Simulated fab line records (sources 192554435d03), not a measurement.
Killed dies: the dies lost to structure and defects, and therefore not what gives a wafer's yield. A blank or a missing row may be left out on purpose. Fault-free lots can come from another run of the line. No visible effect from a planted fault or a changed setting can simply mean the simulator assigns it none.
Matching of chambers / flow n5-finfet / 4 sister chambers for N5_BEOL_M11_STRIP_67 on rie-diel-04
The step strips in CF4. 4 wafers are shown with their chamber, then 9 later ones without.

WAFERS PAIRED WITH THEIR CHAMBERS
wafer=L081.5; chamber=1; drypump-motor-current-A (A)=5.3
wafer=L084.5; chamber=0; drypump-motor-current-A (A)=5.9
wafer=L087.2; chamber=3; drypump-motor-current-A (A)=5.7
wafer=L087.5; chamber=2; drypump-motor-current-A (A)=6.3

WAFERS WHOSE CHAMBER IS MISSING
wafer=L088.1; drypump-motor-current-A (A)=6.4
wafer=L088.4; drypump-motor-current-A (A)=5.9
wafer=L088.5; drypump-motor-current-A (A)=5.4
wafer=L090.1; drypump-motor-current-A (A)=5.7
wafer=L090.3; drypump-motor-current-A (A)=5.4
wafer=L090.5; drypump-motor-current-A (A)=5.7
wafer=L094.1; drypump-motor-current-A (A)=6.4
wafer=L094.5; drypump-motor-current-A (A)=6.3
wafer=L094.6; drypump-motor-current-A (A)=5.7

THE CHAMBER EACH PASSED THROUGH
wafer=L088.1; from the rows above=2; in truth=2
wafer=L088.4; from the rows above=0; in truth=0
wafer=L088.5; from the rows above=1; in truth=1
wafer=L090.1; from the rows above=3; in truth=3
wafer=L090.3; from the rows above=1; in truth=1
wafer=L090.5; from the rows above=3; in truth=3
wafer=L094.1; from the rows above=2; in truth=2
wafer=L094.5; from the rows above=2; in truth=2
wafer=L094.6; from the rows above=3; in truth=3
Correctly placed: 9 of 9. Number that these rows cannot place: 0. 0 placed wrongly.
How it was worked out, from the rows above alone: a wafer's distance from a chamber is the root of the sum, over the readings, of the square of ((its reading less the chamber's mean) divided by the reading's scatter). The wafer belongs to the nearest chamber; if the next one is less than 2 further off, it can't be placed. A chamber's mean is the mean of its shown wafers. The scatter (one wafer shown for each chamber): square how far every hidden wafer sits from the nearest shown wafer, average those squares and take the square root.
